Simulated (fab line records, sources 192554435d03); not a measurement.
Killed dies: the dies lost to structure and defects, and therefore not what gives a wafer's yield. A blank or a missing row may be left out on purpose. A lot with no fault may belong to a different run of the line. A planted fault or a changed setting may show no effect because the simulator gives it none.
Struck lot and sound lot, side by side :: flow n5_finfet :: 14 out of 1938 route steps
Sound: these wafers, L541.1, L541.3, L541.6. Struck: wafer L548.6 (left out: L548.5, a lot-mate that was not struck); the cause follows at the end.
Order at every step that has rows: each side's tool, ch and its chambers, its first start. Under that, the readings that differ: sound wafers :: struck wafers :: difference of the means :: sigmas: that difference in standard deviations of wafers without a fault.
alike: readings with means less than 2 such deviations apart, plus words and numbers identical on both sides. not compared: withheld readings, readings lacking a value on some wafer, bounds such as >300 that could conceal the same value, and numbers that have no deviation in the record and whose values overlap.
A row with sigmas, a row that says differs or no value, or rows on one side alone: a step with any of these is where the two part. Non-overlapping numbers with no deviation appear without sigmas and do not part them. A reading that every wafer of one side lacks parts them only if that side has two wafers or more.

first, 2 steps without rows for these wafers: N5_BEOL_M13_PRECLEAN_39 (cleans in residue remover, time 60 s); N5_BEOL_M13_SRD_40 (time 30 s, dry time 30 s).
N5_BEOL_M13_DEGAS_41: time 60 s.
  sound on pvd_sputter-01 at day 13 22:01; struck on pvd_sputter-03 at day 15 10:14
  alike: heater_power_w
then, 1 step without rows for these wafers: N5_BEOL_M13_PRE_CLEAN_42 (time 30 s).
N5_BEOL_M13_SPUTTER_43: material TaN, target thk 15 nm, time 24.19 s.
  sound on pvd_sputter-01 at day 13 22:06; struck on pvd_sputter-03 at day 15 10:20
  alike: throttle_valve_pct
N5_BEOL_M13_SPUTTER_44: material Ta, target thk 10 nm, time 16.13 s.
  sound on pvd_sputter-01 at day 13 22:11; struck on pvd_sputter-03 at day 15 10:25
  alike: throttle_valve_pct
then, 2 steps without rows for these wafers: N5_BEOL_M13_SPUTTER_45 (material Cu, target thk 80 nm, time 13.33 s); N5_BEOL_M13_ECD_47 (material Cu, target thk 936 nm).
N5_BEOL_M13_ANNEAL_48: time 90 s.
  sound on rtp_anneal-01 ch 0, day 13 22:35; struck on rtp_anneal-02 ch 0, day 15 10:55
reading: wafer_temp_C_max
sound: 226.28 226.21 226.35
struck: 225.33
difference: -0.95
sigmas: -4
  alike: anneal_temp_c_max
N5_BEOL_M13_CMP_49: polishes, stops on SiOC, t overpolish 17.1 s, target thk 420 nm.
  sound on cmp-01 ch 0,2,3, day 13 22:56; struck on cmp-01 ch 2, day 15 11:11
reading: head_pressure_psi (psi)
sound: 0.9983 0.9988 0.9962
struck: 1.0032
difference: +0.0054
sigmas: +3
  alike: barrier_field_endpoint_s, motor_current_A, overpolish_run_s
N5_BEOL_M13_THK_MEAS_50: measures by xrf.
  sound on film_metro-02 at day 13 23:11; struck on film_metro-02 at day 15 11:19
reading: M13_THK (nm)
sound: 441 430 432
struck: 452
difference: +18
sigmas: +2
then, 1 step without rows for these wafers: N5_BEOL_M13_PRE_CLEAN_52 (time 15 s).
N5_BEOL_M13_DEP_53: deposits SiCN from 3MS/NH3, target thk 50 nm, time 17.8 s.
  sound on pecvd-01 ch 0,1,2, day 13 23:14; struck on pecvd-03 ch 1, day 15 11:24
reading: model.SiCN_of_BEOL_M13_DEP_53.thk_nm (nm)
sound: 49.8 49.2 49.6
struck: 47.8
difference: -1.7
sigmas: 
  alike: showerhead_plenum_p_Torr, showerhead_vpp_V, throttle_valve_pct
N5_BEOL_M13_RS_MEAS_54: measures by four-point-probe.
  sound on film_metro-02 at day 13 23:19; struck on film_metro-02 at day 15 11:27
  alike: M13_RS

WHERE THEY PART
Last at N5_BEOL_M13_THK_MEAS_50 as far as this record goes, first at N5_BEOL_M13_ANNEAL_48. Later steps at which nothing parts them and some readings are alike: N5_BEOL_M13_DEP_53, N5_BEOL_M13_RS_MEAS_54.

WHY: what had been put in by the simulator
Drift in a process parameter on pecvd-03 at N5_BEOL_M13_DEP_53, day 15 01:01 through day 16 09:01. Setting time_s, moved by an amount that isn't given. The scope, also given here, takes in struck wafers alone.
